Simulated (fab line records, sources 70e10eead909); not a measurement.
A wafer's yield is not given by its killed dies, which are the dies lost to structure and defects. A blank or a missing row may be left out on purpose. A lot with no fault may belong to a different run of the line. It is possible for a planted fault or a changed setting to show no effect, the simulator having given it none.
Chamber matching    flow nand-harc    NHARC_A_STAIRCASE_CMP_472 on cmp-04 has 4 sister chambers
The step polishes SiO2. 14 wafers are shown with their chamber, then 7 later ones without.

== WAFERS PAIRED WITH THEIR CHAMBERS ==
wafer   chamber  motor-current-A (A)
L077.4  3        12.8
L077.5  0        13.8
L077.6  3        12.2
L082.1  3        12.5
L082.2  1        11.7
L082.5  2        11.3
L085.2  3        12.4
L085.3  0        13.8
L085.4  2        11.4
L087.3  0        13.8
L087.4  2        12.0
L087.6  2        11.9
L090.2  2        11.7
L090.3  0        13.9

SIGNATURES, as means of the wafers listed above
reading          chamber 0  chamber 1  chamber 2  chamber 3  scatter within a chamber
motor-current-A  13.825     11.700     11.660     12.475     0.238
Rule: a wafer's distance from a chamber is the root of the sum, over the readings, of the square of ((its reading less the chamber's mean) divided by the reading's scatter). If the next closest chamber is less than 2 further off than the closest, the wafer can't be placed; otherwise it belongs to the closest. The scatter: take each reading less its chamber's mean, square it, sum over the shown wafers, divide by the number of wafers less the number of chambers, and take the root.

== WAFERS WITHOUT THEIR CHAMBER ==
wafer   motor-current-A (A)
L090.5  11.4
L091.3  11.5
L091.4  12.9
L091.6  12.2
L093.4  12.5
L093.5  13.0
L093.6  12.5

== WHICH CHAMBER EACH WENT THROUGH ==
wafer    from the rows above            in truth
L090.5   can't be placed: 2 or 1        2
L091.3   can't be placed: 2 or 1        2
L091.4   3                              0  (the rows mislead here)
L091.6   can't be placed: 3 or 1 or 2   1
L093.4   3                              3
L093.5   can't be placed: 3 or 0        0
L093.6   3                              3
Correctly placed: 2 of 7. Unplaceable from these rows: 4, with the true chamber sitting among the candidates in 4. 1 placed wrongly.
